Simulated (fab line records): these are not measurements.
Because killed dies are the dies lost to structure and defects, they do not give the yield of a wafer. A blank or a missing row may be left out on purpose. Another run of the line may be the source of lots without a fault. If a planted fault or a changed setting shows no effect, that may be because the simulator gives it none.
fab line records ; flow n5-finfet
[record] lots = 7; wafers = 39
route steps=1938 shown ZERO_LAYER@11 FIN_SAQP@100 SD_EPI_P@321 HKMG_FIN@454 MOL_CONTACT_COAG@616 BEOL_M0_SAQP@648 BEOL_M1@818 BEOL_M3@1004 BEOL_M5@1112 BEOL_M7@1308 BEOL_M10@1470 BEOL_M12@1650 BEOL_M15@1809 MIM_BOT_ETCH@1866 PASSIVATION@1936
start-h: hours from the record's first day to the start of the lot's first wafer shown ; wait-h: hours elapsed since this lot's preceding step ; " same as the row above ; L1.1+2: a row that stands for several wafers ; - no value, or no start given ; * or withheld: withheld ; < > ~ a bound
route shown NAME@n: a module of which the file shows steps, and the number in the route of the first ; usual: mean and standard deviation over wafers with no fault ; same: alike in all rows ; chamber/n: place in a boat ; sites: per-site readings ; _std_site: their standard deviation ; _edge_site: mean of outer sites minus mean of inner sites ; radius-mm: for every site, how far away it sits from the centre of the wafer ; mask NAME#n: copy n ; behind: the last tool/chamber to shape the wafer ; hold: why the lot was held/for how many hours/how that ended ; device: whichever transistor did not switch (one of n, p or np) ; end of line: at the end of the route, the tests of the same wafers ; step lacking rows: just its recipe ; killed: count of dies lost to structure and defects at first sort (not the wafer's yield) ; map: a wafer's dies, x killed, . not, _ none there
set.NAME: the setting that was run; set.NAME@STEP: the one run at that earlier step ; model.NAME: the simulator's own value behind a step, which no gauge read
lots where settings were altered on purpose, with a table for each step and a row for each wafer
[[steps]]
[step N5_ZERO_LAYER_DEVELOP_10]
[recipe] develop-time-s = 60; rinse-liquid = diw; dry = air-spin; dev-temp-c = 21
[step N5_FIN_SAQP_PECVD_06]
[recipe] material = a-Si; target-thk-a = 600; temp-c = 400; precursor = SiH4/He; pressure-torr = 3; rf-w = 100; time-s = 48.1
[step N5_SD_EPI_P_EPI_21]
[recipe] material = SiGe:B; dopant = B; temp-c = 550; pressure-torr = 20; ambient = H2; time-s = 355
[step N5_HKMG_FIN_ETCHBACK_68]
[recipe] chemistry = Cl2/Ar; stop-on = HfO2; target-depth-a = 5; pressure-mtorr = 10; icp-w = 600; bias-w = 60; Cl2_flow_sccm = 40; Ar_flow_sccm = 60
[step N5_MOL_CONTACT_COAG_ETCH_124]
[recipe] chemistry = CH3F/O2; target = SiNx; target-depth-a = 65; mask-material = SOC; stop-on = SiOC; over-etch-frac = 0.3; ion-energy-ev = 120; pressure-mtorr = 30; source-w = 395; bias-w = 73; Ar_flow_sccm = 150; CH3F_flow_sccm = 30; O2_flow_sccm = 20; ends = end-point
[step N5_BEOL_M0_SAQP_DEVELOP_13]
[recipe] develop-time-s = 30; developer = TMAH; resist = CAR-ArF; dev-temp-c = 23; rinse-liquid = diw; dry = air-spin
[step N5_BEOL_M1_SPUTTER_81]
[recipe] material = Cu; target-thk-a = 45; temp-c = -20; chamber-pressure-pa = 0.07; power-w = withheld; time-s = 8.29
[step N5_BEOL_M3_SPUTTER_90]
[step N5_BEOL_M5_ILD_DEP_00]
[recipe] material = SiCOH_lowk; target-thk-a = 1406.4; temp-c = 300; precursor = DEMS/porogen; pressure-torr = 5; rf-w = 500; time-s = 25.9
[step N5_BEOL_M7_TRENCH_ETCH_37]
[recipe] chemistry = C4F6/O2; target-depth-a = 934.78; target = SiCOH_lowk; time-s = 31.2; ion-energy-ev = 250; pressure-mtorr = 30; source-w = 345; bias-w = 185; Ar_flow_sccm = 300; C4F6_flow_sccm = 10; O2_flow_sccm = 10
[step N5_BEOL_M10_ILD_DEP_00]
[recipe] material = SiCOH_lowk; target-thk-a = 3085.1; temp-c = 300; precursor = DEMS/porogen; pressure-torr = 5; rf-w = 500; time-s = 58
[step N5_BEOL_M12_SPUTTER_45]
[recipe] material = Cu; target-thk-a = 800; temp-c = -20; bias-v = 60; power-w = 26000; chamber-pressure-pa = 0.13; time-s = 13.33
[step N5_BEOL_M15_TRENCH_ETCH_34]
[recipe] chemistry = C4F8/O2/Ar; target = SiO2; target-depth-a = 8729.3; he-inner-torr = 15; he-outer-torr = 30; time-s = 199; ion-energy-ev = 800; pressure-mtorr = 20; source-w = 1905; bias-w = 2040; Ar_flow_sccm = 400; C4F8_flow_sccm = 16; O2_flow_sccm = 12
[step N5_MIM_BOT_ETCH_ETCH_04]
[recipe] chemistry = CF4/O2; target = SiNx; target-depth-a = 260; time-s = 13; ion-energy-ev = 100; pressure-mtorr = 40; source-w = 535; bias-w = 49; Ar_flow_sccm = 100; cf4-flow-sccm = 100; O2_flow_sccm = 10
[step N5_PASSIVATION_PROBE_49]
[usual] killed-at-contacts = 13/6.7
lot.wafer;tool;chamber;start-h;wait-h;set.develop-time-s@ZERO_LAYER_DEVELOP_10;set.time-s@FIN_SAQP_PECVD_06;set.epi-growth-time-s@SD_EPI_P_EPI_21;set.target-depth-a@HKMG_FIN_ETCHBACK_68;set.target-depth-a@MOL_CONTACT_COAG_ETCH_124;set.develop-time-s@BEOL_M0_SAQP_DEVELOP_13;set.target-thk-a@BEOL_M1_SPUTTER_81;set.target-thk-a@BEOL_M3_SPUTTER_90;set.target-thk-a@BEOL_M5_ILD_DEP_00;set.time-s@BEOL_M7_TRENCH_ETCH_37;set.target-thk-a@BEOL_M10_ILD_DEP_00;set.target-thk-a@BEOL_M12_SPUTTER_45;set.time-s@BEOL_M15_TRENCH_ETCH_34;set.time-s@MIM_BOT_ETCH_ETCH_04;killed-at-contacts
L074.1;prober-02;-;285.63;0.1;60;48.1;355;5;29.18;37.74;45;58.67;1406.4;41.89;4766;800;199;13;1073
L074.2;prober-02;-;285.68;0.1;60;69.25;355;5;65;30;45;45;1406.4;31.2;4766;800;199;13;6
L074.3;prober-02;-;285.73;0.2;60;69.25;558.5;5;65;37.74;45;58.67;760.1;41.89;3085.1;800;199;13;12
L074.4;prober-02;-;285.78;0.2;60;48.1;558.5;5;65;37.74;23.53;45;760.1;31.2;3085.1;800;158.5;13;15
L074.5;prober-02;-;285.83;0.3;60;69.25;558.5;5;29.18;30;23.53;45;1406.4;41.89;3085.1;800;158.5;13;1066
L074.6;prober-02;-;285.88;0.3;60;48.1;355;5;29.18;30;23.53;58.67;760.1;31.2;4766;800;158.5;13;1081
L078.1;prober-01;-;312.98;0.0;60;48.1;355;5;52.63;19.3;45;45;1697;31.2;3085.1;469.7;199;18.78;16
L078.2;prober-01;-;313.03;0.1;60;48.1;293.9;2.268;65;30;45;45;1406.4;31.2;3085.1;469.7;199;18.78;15
L078.3;prober-01;-;313.08;0.1;60;48.1;355;5;65;30;45;45;1406.4;31.2;3085.1;800;199;18.78;12
L078.4;prober-01;-;313.13;0.2;60;48.1;293.9;2.268;52.63;30;45;45;1697;31.2;3085.1;469.7;199;13;8
L078.5;prober-01;-;313.18;0.2;60;48.1;355;2.268;52.63;19.3;45;45;1406.4;31.2;3085.1;800;199;13;9
L078.6;prober-01;-;313.23;0.3;60;48.1;293.9;5;65;19.3;45;45;1697;31.2;3085.1;800;199;13;28
L083.1;prober-02;-;335.82;0.0;60;48.1;355;2.531;65;18.23;45;45;1406.4;31.2;3928;800;199;15.79;12
L083.2;prober-02;-;335.87;0.1;60;73.51;355;2.531;65;18.23;45;45;1406.4;31.2;3085.1;800;199;13;12
L083.3;prober-02;-;335.92;0.1;60;73.51;355;5;65;30;45;45;1406.4;31.2;3085.1;800;234.7;13;5
L083.4;prober-02;-;335.97;0.2;60;48.1;355;2.531;65;30;45;45;1406.4;31.2;3085.1;800;234.7;15.79;8
L083.5;prober-02;-;336.02;0.2;60;73.51;355;5;65;18.23;45;45;1406.4;31.2;3928;800;234.7;15.79;8
L083.6;prober-02;-;336.07;0.3;60;48.1;355;5;65;30;45;45;1406.4;31.2;3928;800;199;13;18
L089.1;prober-01;-;383.11;0.0;60;48.1;355;3.467;87.33;30;45;45;1406.4;31.2;3085.1;921.3;199;13;24
L089.2;prober-01;-;383.16;0.1;60;25.72;460.2;5;65;30;57.66;52.77;946.5;14.66;3085.1;921.3;151.2;13;24
L089.3;prober-01;-;383.21;0.1;93.29;48.1;460.2;3.467;65;14.37;45;52.77;1406.4;14.66;4813;921.3;199;13;12
L089.4;prober-01;-;383.26;0.2;60;25.72;355;3.467;65;14.37;57.66;45;946.5;31.2;3085.1;800;199;13;33
L089.5;prober-01;-;383.31;0.2;93.29;25.72;355;5;87.33;30;57.66;52.77;1406.4;31.2;4813;800;151.2;13;26
L089.6;prober-01;-;383.36;0.3;93.29;48.1;460.2;5;87.33;14.37;45;45;946.5;14.66;4813;800;151.2;13;16
L088.1;prober-01;-;386.66;0.0;60;70.86;224.5;5;46.02;30;45;45;1406.4;31.2;3721;800;199;13;123
L088.2;prober-01;-;386.71;0.1;75.43;70.86;224.5;5;65;30;34.72;26.94;1406.4;31.2;3085.1;1069;293.3;13;19
L088.3;prober-01;-;386.76;0.1;60;70.86;355;3.939;65;30;45;45;1406.4;41.98;3085.1;1069;199;13;23
L088.4;prober-01;-;386.81;0.2;60;48.1;355;3.939;65;30;34.72;45;1406.4;41.98;3721;800;293.3;13;17
L088.5;prober-01;-;386.86;0.2;75.43;48.1;224.5;3.939;46.02;30;45;26.94;1406.4;31.2;3721;1069;199;13;18
L088.6;prober-01;-;386.91;0.3;75.43;48.1;355;5;46.02;30;34.72;26.94;1406.4;41.98;3085.1;800;293.3;13;457
L092.1;prober-02;-;402.38;0.0;60;48.1;251.1;5;65;12.92;45;34.14;823.8;31.2;3085.1;800;199;7.819;15
L092.2;prober-02;-;402.43;0.1;60;48.1;355;5;65;12.92;45;45;823.8;41.82;4757;800;199;13;4
L092.3;prober-02;-;402.48;0.1;49.18;48.1;355;5;31.85;12.92;56.01;34.14;1406.4;41.82;4757;800;199;13;1089
L092.4;prober-02;-;402.53;0.2;49.18;48.1;251.1;5;31.85;30;45;45;1406.4;31.2;4757;800;199;7.819;1103
L092.5;prober-02;-;402.58;0.2;60;48.1;355;5;31.85;30;56.01;34.14;823.8;31.2;3085.1;800;199;13;1057
L092.6;prober-02;-;402.63;0.3;49.18;48.1;251.1;5;65;30;56.01;45;1406.4;41.82;3085.1;800;199;7.819;10
L095.1;prober-02;-;415.81;0.0;60;48.1;355;5;65;30;45;45;1406.4;31.2;3085.1;800;199;13;13
L095.3;prober-02;-;415.91;0.1;60;48.1;355;5;65;30;45;45;1406.4;31.2;3085.1;800;199;13;25
L095.5;prober-02;-;416.01;0.2;60;48.1;355;5;65;30;45;45;1406.4;31.2;3085.1;800;199;13;11
// killed by level:class
L074.1 MOL_CONTACT_COAG:area-etch=1053 STI_FIN_REVEAL:geometric-particle:open=17 MOL_CONTACT_COAG:geometric-particle:open=17 BEOL_M1:geometric-particle:open=11 FIN_SAQP:geometric-particle:short=10 BEOL_M2:geometric-particle:open=9 BEOL_M0_SAQP:geometric-particle:short=7 BEOL_M0_SAQP:geometric-particle:open=6
L074.2 BEOL_M10:area-etch=1075 FIN_SAQP:geometric-particle:short=19 BEOL_M1:geometric-particle:open=10 FIN_SAQP:geometric-particle:open=8 MOL_CONTACT_COAG:geometric-particle:open=5 BEOL_M4:geometric-particle:open=5 FIN_SAQP:area-etch=5 STI_FIN_REVEAL:geometric-particle:open=4
L074.3 BEOL_M5:area-dep=1017 BEOL_M1:geometric-particle:open=13 BEOL_M3:geometric-particle:open=11 MOL_CONTACT_COAG:geometric-particle:open=10 FIN_SAQP:geometric-particle:open=7 STI_FIN_REVEAL:geometric-particle:open=7 HKMG_FIN:area-etch=7 BEOL_M2:geometric-particle:open=6
L074.4 BEOL_M5:area-dep=1047 MOL_CONTACT_COAG:geometric-particle:open=11 BEOL_M1:geometric-particle:open=11 BEOL_M2:geometric-particle:open=11 FIN_SAQP:geometric-particle:open=8 STI_FIN_REVEAL:geometric-particle:open=8 BEOL_M3:geometric-particle:open=8 FIN_SAQP:geometric-particle:short=7
L074.5 MOL_CONTACT_COAG:area-etch=1057 BEOL_M1:geometric-particle:open=14 MOL_CONTACT_COAG:geometric-particle:open=9 STI_FIN_REVEAL:geometric-particle:open=8 BEOL_M0_SAQP:geometric-particle:short=8 BEOL_M0_SAQP:geometric-particle:open=7 FIN_SAQP:geometric-particle:open=6 BEOL_M2:geometric-particle:open=6
L074.6 MOL_CONTACT_COAG:area-etch=1065 STI_FIN_REVEAL:geometric-particle:open=13 MOL_CONTACT_COAG:geometric-particle:open=13 FIN_SAQP:geometric-particle:short=10 BEOL_M2:geometric-particle:open=10 FIN_SAQP:geometric-particle:open=8 BEOL_M1:geometric-particle:open=7 BEOL_M3:geometric-particle:open=7
L078.1 BEOL_M12:interface-void-opened=50 MOL_CONTACT_COAG:geometric-particle:open=13 STI_FIN_REVEAL:geometric-particle:open=10 BEOL_M3:geometric-particle:open=8 BEOL_M0_SAQP:geometric-particle:open=5 BEOL_M1:geometric-particle:open=5 FIN_SAQP:geometric-particle:open=4 STARTING-WAFER:geometric-particle:short=4
L078.2 BEOL_M12:interface-void-opened=55 MOL_CONTACT_COAG:geometric-particle:open=11 FIN_SAQP:geometric-particle:open=8 BEOL_M1:geometric-particle:open=7 BEOL_M3:geometric-particle:open=7 FIN_SAQP:geometric-particle:short=5 STI_FIN_REVEAL:geometric-particle:open=5 MOL_CONTACT_COAG:geometric-particle:short=4
L078.3 STI_FIN_REVEAL:geometric-particle:open=13 MOL_CONTACT_COAG:geometric-particle:open=11 BEOL_M3:geometric-particle:open=9 GATE_CUT:geometric-particle:open=7 BEOL_M0_SAQP:geometric-particle:short=7 GATE_CUT:geometric-particle:short=6 BEOL_M2:geometric-particle:open=6 BEOL_M0_SAQP:geometric-particle:open=5
L078.4 BEOL_M12:interface-void-opened=64 BEOL_M1:geometric-particle:open=10 MOL_CONTACT_COAG:geometric-particle:open=7 BEOL_M3:geometric-particle:open=7 FIN_SAQP:geometric-particle:short=5 GATE_CUT:geometric-particle:short=5 BEOL_M2:geometric-particle:open=5 BEOL_M4:geometric-particle:open=5
L078.5 BEOL_M2:geometric-particle:open=8 STI_FIN_REVEAL:geometric-particle:open=8 BEOL_M0_SAQP:geometric-particle:short=8 MOL_CONTACT_COAG:geometric-particle:open=7 BEOL_M3:geometric-particle:open=7 BEOL_M0_SAQP:geometric-particle:open=6 FIN_SAQP:geometric-particle:open=4 BEOL_M1:geometric-particle:open=4
L078.6 MOL_CONTACT_COAG:geometric-particle:open=24 BEOL_M2:geometric-particle:open=10 BEOL_M3:geometric-particle:open=10 BEOL_M1:geometric-particle:open=8 STI_FIN_REVEAL:geometric-particle:open=7 HKMG_FIN:area-etch=5 STI_FIN_REVEAL:geometric-particle:short=4 GATE_CUT:geometric-particle:short=4
L083.1 STI_FIN_REVEAL:geometric-particle:open=9 BEOL_M1:geometric-particle:open=9 MOL_CONTACT_COAG:geometric-particle:open=8 BEOL_M0_SAQP:geometric-particle:open=6 FIN_CUT:area-etch=6 DUMMY_GATE:geometric-particle:open=5 BEOL_M0_SAQP:geometric-particle:short=5 FIN_SAQP:geometric-particle:short=4
L083.2 FIN_SAQP:area-etch=384 MOL_CONTACT_COAG:geometric-particle:open=11 FIN_SAQP:geometric-particle:open=8 BEOL_M0_SAQP:geometric-particle:open=7 STI_FIN_REVEAL:geometric-particle:open=6 BEOL_M4:geometric-particle:open=5 FIN_SAQP:geometric-particle:short=4 GATE_CUT:geometric-particle:short=4
L083.3 FIN_SAQP:area-etch=87 STI_FIN_REVEAL:geometric-particle:open=17 BEOL_M0_SAQP:geometric-particle:short=14 FIN_SAQP:geometric-particle:short=8 HKMG_FIN:area-etch=8 GATE_CUT:geometric-particle:short=6 FIN_SAQP:geometric-particle:open=4 GATE_CUT:geometric-particle:open=4
L083.4 STI_FIN_REVEAL:geometric-particle:open=13 BEOL_M1:geometric-particle:open=10 FIN_SAQP:geometric-particle:open=9 FIN_SAQP:geometric-particle:short=7 MOL_CONTACT_COAG:geometric-particle:open=7 BEOL_M0_SAQP:geometric-particle:short=7 GATE_CUT:geometric-particle:short=6 BEOL_M0_SAQP:geometric-particle:open=6
L083.5 FIN_SAQP:area-etch=783 BEOL_M10:area-etch=300 STI_FIN_REVEAL:geometric-particle:open=15 FIN_SAQP:geometric-particle:open=9 FIN_SAQP:geometric-particle:short=8 BEOL_M5:geometric-particle:open=8 MOL_CONTACT_COAG:geometric-particle:open=7 BEOL_M1:geometric-particle:open=6
L083.6 BEOL_M10:area-etch=1072 MOL_CONTACT_COAG:geometric-particle:open=14 STI_FIN_REVEAL:geometric-particle:open=11 BEOL_M0_SAQP:geometric-particle:open=9 BEOL_M1:geometric-particle:open=9 FIN_SAQP:geometric-particle:open=6 FIN_SAQP:geometric-particle:short=5 BEOL_M0_SAQP:geometric-particle:short=5
L089.1 MOL_CONTACT_COAG:geometric-particle:open=16 MOL_CONTACT_COAG:geometric-particle:short=8 FIN_SAQP:geometric-particle:short=6 BEOL_M0_SAQP:geometric-particle:open=5 FIN_SAQP:geometric-particle:open=3 STI_FIN_REVEAL:geometric-particle:short=3 BEOL_M0_SAQP:geometric-particle:short=3 BEOL_M3:geometric-particle:open=3
L089.2 BEOL_M7:area-ecd=936 MOL_CONTACT_COAG:geometric-particle:open=17 FIN_SAQP:geometric-particle:open=13 FIN_SAQP:geometric-particle:short=10 MOL_CONTACT_COAG:geometric-particle:short=7 BEOL_M0_SAQP:geometric-particle:open=7 BEOL_M3:geometric-particle:open=7 BEOL_M0_SAQP:geometric-particle:short=6
L089.3 BEOL_M7:area-ecd=1000 BEOL_M10:area-etch=46 BEOL_M4:geometric-particle:open=16 FIN_SAQP:geometric-particle:open=13 BEOL_M0_SAQP:geometric-particle:short=13 FIN_SAQP:geometric-particle:short=12 BEOL_M0_SAQP:geometric-particle:open=11 MOL_CONTACT_COAG:geometric-particle:open=9
L089.4 MOL_CONTACT_COAG:geometric-particle:open=30 FIN_SAQP:geometric-particle:open=12 FIN_SAQP:geometric-particle:short=9 BEOL_M1:geometric-particle:open=8 BEOL_M4:geometric-particle:open=8 BEOL_M3:geometric-particle:open=6 BEOL_M6:geometric-particle:open=4 PASS1_CAP:geometric-particle:short=4
L089.5 BEOL_M10:area-etch=1070 MOL_CONTACT_COAG:geometric-particle:open=20 FIN_SAQP:geometric-particle:short=15 FIN_SAQP:geometric-particle:open=14 BEOL_M3:geometric-particle:open=7 MOL_CONTACT_COAG:geometric-particle:short=6 BEOL_M0_SAQP:geometric-particle:open=6 BEOL_M4:geometric-particle:open=5
L089.6 BEOL_M7:area-ecd=899 BEOL_M10:area-etch=177 MOL_CONTACT_COAG:geometric-particle:open=12 BEOL_M4:geometric-particle:open=10 FIN_SAQP:geometric-particle:open=9 FIN_SAQP:geometric-particle:short=8 BEOL_M0:geometric-particle:open=7 BEOL_M0_SAQP:geometric-particle:short=7
L088.1 FIN_SAQP:area-etch=651 MOL_CONTACT_COAG:area-etch=82 MOL_CONTACT_COAG:geometric-particle:open=30 BEOL_M1:geometric-particle:open=13 MOL_CONTACT_COAG:geometric-particle:short=11 BEOL_M2:geometric-particle:open=10 FIN_SAQP:geometric-particle:open=9 STI_FIN_REVEAL:geometric-particle:open=9
L088.2 FIN_SAQP:area-etch=984 MOL_CONTACT_COAG:geometric-particle:open=15 FIN_SAQP:geometric-particle:open=10 BEOL_M2:geometric-particle:open=10 BEOL_M1:geometric-particle:open=9 BEOL_M0_SAQP:geometric-particle:short=8 FIN_SAQP:geometric-particle:short=6 BEOL_M5:geometric-particle:open=5
L088.3 FIN_SAQP:area-etch=36 MOL_CONTACT_COAG:geometric-particle:open=21 STI_FIN_REVEAL:geometric-particle:open=14 BEOL_M0_SAQP:geometric-particle:open=12 BEOL_M0_SAQP:geometric-particle:short=8 BEOL_M1:geometric-particle:open=8 BEOL_M2:geometric-particle:open=8 FIN_SAQP:geometric-particle:open=7
L088.4 STI_FIN_REVEAL:geometric-particle:open=13 BEOL_M0_SAQP:geometric-particle:short=13 FIN_SAQP:geometric-particle:short=12 FIN_SAQP:geometric-particle:open=12 BEOL_M0_SAQP:geometric-particle:open=12 MOL_CONTACT_COAG:geometric-particle:open=11 MOL_CONTACT_COAG:geometric-particle:short=6 BEOL_M1:geometric-particle:open=6
L088.5 BEOL_M2:geometric-particle:open=14 MOL_CONTACT_COAG:geometric-particle:open=13 BEOL_M0_SAQP:geometric-particle:short=13 BEOL_M0_SAQP:geometric-particle:open=13 FIN_SAQP:geometric-particle:open=9 FIN_SAQP:geometric-particle:short=8 BEOL_M3:geometric-particle:open=7 BEOL_M4:geometric-particle:open=7
L088.6 MOL_CONTACT_COAG:area-etch=446 MOL_CONTACT_COAG:geometric-particle:open=9 BEOL_M0_SAQP:geometric-particle:short=8 BEOL_M0_SAQP:geometric-particle:open=8 STI_FIN_REVEAL:geometric-particle:open=7 BEOL_M3:geometric-particle:open=7 BEOL_M0:geometric-particle:open=4 BEOL_M2:geometric-particle:open=4
L092.1 BEOL_M5:area-dep=630 MIM_BOT_ETCH:area-etch=318 MOL_CONTACT_COAG:geometric-particle:open=15 BEOL_M1:geometric-particle:open=11 STI_FIN_REVEAL:geometric-particle:open=8 BEOL_M0_SAQP:geometric-particle:open=8 BEOL_M4:geometric-particle:open=7 FIN_SAQP:geometric-particle:open=6
L092.2 BEOL_M10:area-etch=933 BEOL_M5:area-dep=164 FIN_SAQP:geometric-particle:open=9 DUMMY_GATE:geometric-particle:open=7 FIN_SAQP:geometric-particle:short=6 DUMMY_GATE:geometric-particle:short=5 BEOL_M3:geometric-particle:open=4 BEOL_M0:geometric-particle:open=3
L092.3 MOL_CONTACT_COAG:area-etch=1084 STI_FIN_REVEAL:geometric-particle:open=13 BEOL_M10:area-etch=12 BEOL_M4:geometric-particle:open=9 FIN_SAQP:geometric-particle:open=5 GATE_CUT:geometric-particle:short=5 MOL_CONTACT_COAG:geometric-particle:open=4 BEOL_M1:geometric-particle:open=4
L092.4 MOL_CONTACT_COAG:area-etch=1102 BEOL_M0:geometric-particle:open=8 FIN_SAQP:geometric-particle:open=6 DUMMY_GATE:geometric-particle:open=6 BEOL_M1:geometric-particle:open=6 BEOL_M4:geometric-particle:open=6 BEOL_M0_SAQP:geometric-particle:short=5 BEOL_M4:geometric-particle:short=5
L092.5 MOL_CONTACT_COAG:area-etch=1055 FIN_SAQP:geometric-particle:open=24 FIN_SAQP:geometric-particle:short=14 BEOL_M0_SAQP:geometric-particle:open=12 BEOL_M0_SAQP:geometric-particle:short=7 BEOL_M4:geometric-particle:open=7 DUMMY_GATE:geometric-particle:open=5 BEOL_M1:geometric-particle:open=5
L092.6 MIM_BOT_ETCH:area-etch=183 BEOL_M3:geometric-particle:open=13 FIN_SAQP:geometric-particle:open=9 MOL_CONTACT_COAG:geometric-particle:open=7 BEOL_M2:geometric-particle:open=7 FIN_SAQP:geometric-particle:short=6 STI_FIN_REVEAL:geometric-particle:open=5 BEOL_M1:geometric-particle:open=5
L095.1 STI_FIN_REVEAL:geometric-particle:open=31 MOL_CONTACT_COAG:geometric-particle:open=12 DUMMY_GATE:geometric-particle:open=9 FIN_SAQP:geometric-particle:open=7 BEOL_M1:geometric-particle:short=6 STI_FIN_REVEAL:geometric-particle:short=5 FIN_SAQP:geometric-particle:short=4 BEOL_M1:geometric-particle:open=4
L095.3 MOL_CONTACT_COAG:geometric-particle:open=20 STI_FIN_REVEAL:geometric-particle:open=12 HKMG_FIN:area-etch=9 BEOL_M2:geometric-particle:open=8 FIN_SAQP:geometric-particle:short=6 BEOL_M1:geometric-particle:short=6 GATE_CUT:geometric-particle:short=5 MOL_CONTACT_COAG:geometric-particle:short=5
L095.5 STI_FIN_REVEAL:geometric-particle:open=20 BEOL_M1:geometric-particle:open=9 MOL_CONTACT_COAG:geometric-particle:open=8 FIN_SAQP:geometric-particle:short=7 BEOL_M3:geometric-particle:open=6 BEOL_M1:geometric-particle:short=5 FIN_SAQP:geometric-particle:open=4 BEOL_M2:geometric-particle:open=4
[[key]]
[split] step = N5_ZERO_LAYER_DEVELOP_10; setting = develop-time-s; stated-as = 60
response none clear
[split] step = N5_FIN_SAQP_PECVD_06; setting = time-s; stated-as = 48.1
response none clear
[split] step = N5_SD_EPI_P_EPI_21; setting = epi-growth-time-s; stated-as = 355
response none clear
[split] step = N5_HKMG_FIN_ETCHBACK_68; setting = target-depth-a; stated-as = 5
response none clear
[split] step = N5_MOL_CONTACT_COAG_ETCH_124; setting = target-depth-a; stated-as = 65
[response] step = N5_PASSIVATION_PROBE_49; reading = killed-at-contacts; slope = -15.7; per = 1%; together-with = all; explained = 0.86
[split] step = N5_BEOL_M0_SAQP_DEVELOP_13; setting = develop-time-s; stated-as = 30
response none clear
[split] step = N5_BEOL_M1_SPUTTER_81; setting = target-thk-a; stated-as = 45
response none clear
[split] step = N5_BEOL_M3_SPUTTER_90; setting = target-thk-a; stated-as = 45
response none clear
[split] step = N5_BEOL_M5_ILD_DEP_00; setting = target-thk-a; stated-as = 1406.4
response none clear
[split] step = N5_BEOL_M7_TRENCH_ETCH_37; setting = time-s; stated-as = 31.2
response none clear
[split] step = N5_BEOL_M10_ILD_DEP_00; setting = target-thk-a; stated-as = 3085.1
response none clear
[split] step = N5_BEOL_M12_SPUTTER_45; setting = target-thk-a; stated-as = 800
response none clear
[split] step = N5_BEOL_M15_TRENCH_ETCH_34; setting = time-s; stated-as = 199
response none clear
[split] step = N5_MIM_BOT_ETCH_ETCH_04; setting = time-s; stated-as = 13
response none clear
